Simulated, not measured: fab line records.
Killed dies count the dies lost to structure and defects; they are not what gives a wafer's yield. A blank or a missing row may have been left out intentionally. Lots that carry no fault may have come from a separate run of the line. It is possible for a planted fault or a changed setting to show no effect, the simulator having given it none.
Problem report, 8D (eight disciplines) form, completed by code ; flow nand_harc ; the parts of the form that need people (team, actions taken, sign-off) are left out

1. WHAT WENT WRONG
At NHARC_P_M0_CD_MEAS_09, cd_nm averages 94.9 nm over 6 wafers from 2 lots, while fault-free wafers read 89.9 nm, standard deviation 0.69. That is +7.2 standard deviations from the usual mean.
The step: target cd 90 nm.
The first sign was on wafer L612.3 at day 11 09:28, on cd_sem-03. The record holds 33 wafers of 11 lots with a number at this step. Rule for "out", or "out of limits": more than 4 standard deviations from the usual mean. All remaining wafers that have a number are taken as sound.

2. WHAT IT IS, WHAT IT ISN'T
question;is;is not
which readings at this step;cd_nm;-
which lots;L612, L616;L601, L603, L605, L606, L608, L611, L620, L621, L622
which wafers of those lots;all that have a number;-
read on which gauges;cd_sem-03;cd_sem-02
when;from day 11 09:28;"up to then (18 sound wafers); but 9 sound wafers of L620, L621, L622 came after"

3. SUSPECTS, AND WHAT RULES EACH OUT
Counting: any tool at a process step up to the reading is kept as a suspect provided that every lot that is out went through it and no sound lot did after the first of them.
- the gauge at NHARC_P_M0_CD_MEAS_09: kept. All the wafers that are out were read on cd_sem-03, and no step on other tools shows them out.
- litho_track-01 at NHARC_P_M0_PEB_07 (peb time 65 s): kept. Every lot that is out went through it, starting with L612 (day 11 09:23), and after that it ran no sound lot; the last sound lot it ran before then is L611 (day 10 23:01).
After counting, litho_track-01 at NHARC_P_M0_PEB_07 and cd_sem-03 at NHARC_P_M0_CD_MEAS_09 remain.

4. THE CAUSE (what the simulator had put in)
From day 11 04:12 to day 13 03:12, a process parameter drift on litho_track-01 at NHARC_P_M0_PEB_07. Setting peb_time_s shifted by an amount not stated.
This tool is one of the 2 suspects left after counting.

5. THE CHAIN OF EFFECTS, in route order
One row per reading whose mean, taken over the struck wafers that have a number, lies over 3 standard deviations from the usual. Only readings whose record carries a usual standard deviation are examined. hours: median over the lots of the time between each lot's start at the first step of this table that gives one and its start at this step. sigmas: the change, counted in usual standard deviations.
hours;step;reading;usual;on struck wafers;change;sigmas
0;NHARC_P_M0_CD_MEAS_09;cd_nm;89.9 nm;94.9;+5.0;+7.2

6. WHAT WOULD HAVE CAUGHT IT SOONER
Counted from the fault's start at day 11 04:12, it took 5 hours until the first out-of-limits reading at a measuring or inspecting step in this record, taken at day 11 09:28.
No tool reading at NHARC_P_M0_PEB_07 that has a usual standard deviation in the record was out on any struck wafer, so an alarm limit of 4 standard deviations on those readings would not have fired.
L616, from the lots that are out (2), started NHARC_P_M0_PEB_07 on litho_track-01 later than day 11 09:28. Had the tool been put on hold then, it would have been spared.
